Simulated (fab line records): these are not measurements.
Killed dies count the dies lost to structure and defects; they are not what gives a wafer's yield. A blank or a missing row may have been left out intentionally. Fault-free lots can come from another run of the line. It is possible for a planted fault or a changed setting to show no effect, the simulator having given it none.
What tool caused it?    flow nand harc    72 wafers from 24 lots sampled at 2 of the route's 1302 steps

## WHAT THE GAUGES READ, wafer by wafer
NHARC_A_WL_FILL_INSPECT_15. Usual: raw defect count at 470, with a standard deviation of 120.
lot   measured      on                 raw defect count  flag
L074  day 20 14:47  defect inspect-02  575 297 280       
L075  day 21 14:00  defect inspect-01  401 323 492       
L076  day 22 08:02  defect inspect-01  620 556 496       
L077  day 22 14:06  defect inspect-01  535 400 465       
L078  day 22 14:06  defect inspect-02  253 280 336       
L079  day 23 17:14  defect inspect-01  437 388 470       
L080  day 23 17:14  defect inspect-02  499 571 449       
L081  day 23 22:27  defect inspect-02  421 544 480       
L082  day 24 10:25  defect inspect-02  336 299 311       
L083  day 24 22:05  defect inspect-02  379 388 380       
L085  day 25 12:53  defect inspect-01  654 712 600       
L084  day 25 15:35  defect inspect-02  370 473 407       
L086  day 25 18:44  defect inspect-02  600 453 588       
L087  day 26 11:09  defect inspect-02  424 722 412       
L088  day 26 11:10  defect inspect-02  847 995 536       
L090  day 27 07:44  defect inspect-02  607 428 406       
L089  day 27 10:55  defect inspect-02  368 335 438       
L092  day 28 12:17  defect inspect-02  514 480 473       
L091  day 28 21:49  defect inspect-02  378 361 360       
L094  day 29 11:55  defect inspect-02  498 493 473       
L093  day 29 11:58  defect inspect-01  559 437 494       
L095  day 30 05:09  defect inspect-02  347 538 451       
L096  day 30 18:41  defect inspect-01  660 625 568       
L097  day 31 15:41  defect inspect-02  399 404 411       

NHARC_A_CONTACT_CD_MEAS_42 targets a cd of 300 nm. Usual: cd nm at 299.9 nm, with a standard deviation of 0.63.
lot   measured      on         cd nm (nm)         flag
L074  day 20 20:31  cd sem-03  299.0 298.9 299.1  
L075  day 21 19:50  cd sem-01  299.6 300.0 300.1  
L076  day 22 13:34  cd sem-02  300.9 300.1 299.8  
L077  day 22 19:35  cd sem-03  299.3 299.9 300.1  
L078  day 22 20:19  cd sem-03  299.7 300.6 300.7  
L079  day 23 22:55  cd sem-02  300.3 300.8 301.4  
L080  day 23 22:45  cd sem-01  300.1 300.2 300.5  
L081  day 24 03:57  cd sem-02  300.9 299.8 299.5  
L082  day 24 21:01  cd sem-03  298.6 298.9 299.6  
L083  day 25 03:36  cd sem-02  299.6 299.2 300.0  
L085  day 25 18:37  cd sem-01  300.8 301.2 301.2  
L084  day 25 21:17  cd sem-01  300.6 300.1 299.5  
L086  day 26 03:23  cd sem-03  300.4 299.6 300.7  
L087  day 26 17:56  cd sem-01  299.7 299.7 300.1  
L088  day 26 19:34  cd sem-01  299.5 299.4 299.2  
L090  day 27 13:24  cd sem-01  300.1 300.4 299.6  
L089  day 27 16:28  cd sem-03  299.9 300.3 300.1  
L092  day 28 18:01  cd sem-02  299.4 299.4 299.6  
L091  day 29 03:27  cd sem-03  299.5 299.6 299.2  
L094  day 29 17:31  cd sem-03  300.0 301.9 301.7  
L093  day 29 17:52  cd sem-03  299.6 301.1 300.4  
L095  day 30 11:02  cd sem-01  299.2 298.5 299.2  
L096  day 31 00:23  cd sem-02  300.3 299.4 300.3  
L097  day 31 21:23  cd sem-01  300.2 300.1 299.8  

## WHAT TOOL EACH LOT RAN ON (gives the tool, then ch and the chambers of the sampled wafers, and finally the start)
No process step before these readings appears in the record.

## WHAT THE TOOLS THEMSELVES READ (means of the sampled wafers that have a number; where no wafer has one, the mark that the record gives instead)
The record holds no such reading with a usual standard deviation.

## THE ANSWER, worked out from the rows above alone
Rule: lot off if the mean of its wafers having a number is beyond 3 standard deviations from the usual mean. Also off: a lot with no number at a reading for which 4 or more lots have one. Where the step has rows for the other lots, those lots are counted as sound. The gauges are gone through in route order, then the tools' own readings, and for those a lot's mean is taken as printed above. At the first step where some lot is off, the reading lying furthest off is the one used; lots without a number count as furthest.
Across all readings shown, no lot is off: no conclusion can be drawn from this.

## WHAT THE SIMULATOR HAD INSERTED
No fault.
